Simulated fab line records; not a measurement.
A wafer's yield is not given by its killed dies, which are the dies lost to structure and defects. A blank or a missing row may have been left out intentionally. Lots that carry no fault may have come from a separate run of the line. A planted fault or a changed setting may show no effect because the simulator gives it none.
Split-lot experiment | flow n5Finfet | on a route of 1938 steps: 7 lots, 21 wafers read

## SPLIT DETAILS
At N5_BEOL_M6_COAT_60 (time 60 s, resist thk 35 nm), the setting spinRpm was moved away from the recipe's 1500 rpm on 7 of the 21 wafers read, by -8.7% to +11.2%. The other wafers ran this setting at the recipe's value.

## FROM THE SPLIT TO THE READING: what the file shows between them, 4 steps
- N5_BEOL_M6_COAT_05: resist thk 90 nm
- N5_BEOL_M6_EBR_07
- N5_BEOL_M6_DESCUM_16: chemistry O2, time 7.9 s
- N5_BEOL_M6_ETCH_61: etches SiARC in CF4, target depth 45.5 nm, time 75.8 s

## THE READING
SiARC_of_BEOL_M6_COAT_60.thkNm (the simulator's own value, which no gauge read), in nm, at N5_BEOL_M6_ETCH_62 (etches SOC in N2/H2, target depth 110 nm, overetch 22 nm, time 165 s). No usual value for it is given in the file. The 14 wafers here that ran the recipe average 28.4 nm, standard deviation 0.3 nm.

wafer  | tool, chamber at the split | spinRpm as run, rpm | against the recipe | SiARC_of_BEOL_M6_COAT_60.thkNm, nm | against lot-mates on the recipe
L074.1 | lithoTrack-04, 0           | 1500                | recipe             | 28.6                               | -
L074.2 | lithoTrack-04, 0           | 1375                | -8.3%              | 29.4                               | +0.8
L074.4 | lithoTrack-04, 0           | 1375                | -8.3%              | 30.2                               | +1.6
L075.4 | lithoTrack-04, 0           | 1500                | recipe             | 28.2                               | -
L075.5 | lithoTrack-04, 0           | 1500                | recipe             | 28.4                               | -
L075.6 | lithoTrack-04, 0           | 1500                | recipe             | 28.6                               | -
L078.1 | lithoTrack-04, 0           | 1608                | +7.2%              | 27                                 | -1.2
L078.6 | lithoTrack-04, 0           | 1608                | +7.2%              | 27                                 | -1.2
L078.3 | lithoTrack-04, 0           | 1500                | recipe             | 28.2                               | -
L081.3 | lithoTrack-01, 0           | 1500                | recipe             | 29                                 | -
L081.4 | lithoTrack-01, 0           | 1422                | -5.2%              | 29.4                               | +0.6
L081.5 | lithoTrack-01, 0           | 1500                | recipe             | 28.6                               | -
L089.2 | lithoTrack-01, 0           | 1668                | +11.2%             | 26.6                               | -1.5
L089.5 | lithoTrack-01, 0           | 1500                | recipe             | 28.4                               | -
L089.6 | lithoTrack-01, 0           | 1500                | recipe             | 27.8                               | -
L091.1 | lithoTrack-01, 0           | 1369                | -8.7%              | 30                                 | +1.8
L091.3 | lithoTrack-01, 0           | 1500                | recipe             | 28.4                               | -
L091.5 | lithoTrack-01, 0           | 1500                | recipe             | 28                                 | -
L090.1 | lithoTrack-01, 0           | 1500                | recipe             | 28.8                               | -
L090.2 | lithoTrack-01, 0           | 1500                | recipe             | 28.2                               | -
L090.4 | lithoTrack-01, 0           | 1500                | recipe             | 28.4                               | -

THE FIT
A straight line over all 21 wafers: SiARC_of_BEOL_M6_COAT_60.thkNm changes by -0.176 nm for each +1% of spinRpm; r = -0.95; the points scatter about the line by 0.3 nm.
The same after taking each lot's own level away (the mean of its wafers on the recipe; 21 wafers): -0.155 nm for each +1%; r = -0.95; scatter 0.26 nm.
On that fit, the largest move of spinRpm shifts the reading by 1.7 nm.
Measured against the standard deviation above, the lots' own levels, which go from 28.10 to 28.80 nm, span 2.3 times it.
In other words, the slope is changed by the lot-to-lot level; the two fits disagree.
Check: for one of the wafers moved furthest among these (+11.2%), held out of the fit, the line's prediction against its lot-mates is -1.84 nm. Against them it came out at -1.5 nm.

## THE WHOLE CHAIN: every reading that the file lists as answering this split, in the file's order
step               | what it does                                                         | reading                                                                           | change (the file's fit)               | r (the file's)
N5_BEOL_M6_COAT_60 | time 60 s, resist thk 35 nm                                          | SiARC_of_BEOL_M6_COAT_60.thkNm (the simulator's own value, which no gauge read)   | -0.17 nm for each +1% of the setting  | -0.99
N5_BEOL_M6_ETCH_61 | etches SiARC in CF4, target depth 45.5 nm, time 75.8 s               | etch.depthNm (the simulator's own value, which no gauge read)                     | -0.175 nm for each +1% of the setting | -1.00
N5_BEOL_M6_ETCH_61 | etches SiARC in CF4, target depth 45.5 nm, time 75.8 s               | CAR-ArF_of_BEOL_M6_COAT_05.thkNm (the simulator's own value, which no gauge read) | +0.158 nm for each +1% of the setting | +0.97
N5_BEOL_M6_ETCH_62 | etches SOC in N2/H2, target depth 110 nm, overetch 22 nm, time 165 s | SiARC_of_BEOL_M6_COAT_60.thkNm (the simulator's own value, which no gauge read)   | -0.155 nm for each +1% of the setting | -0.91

## FILE'S OWN FIT
SiARC_of_BEOL_M6_COAT_60.thkNm changes by -0.155 nm for each +1% of spinRpm, r = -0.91.
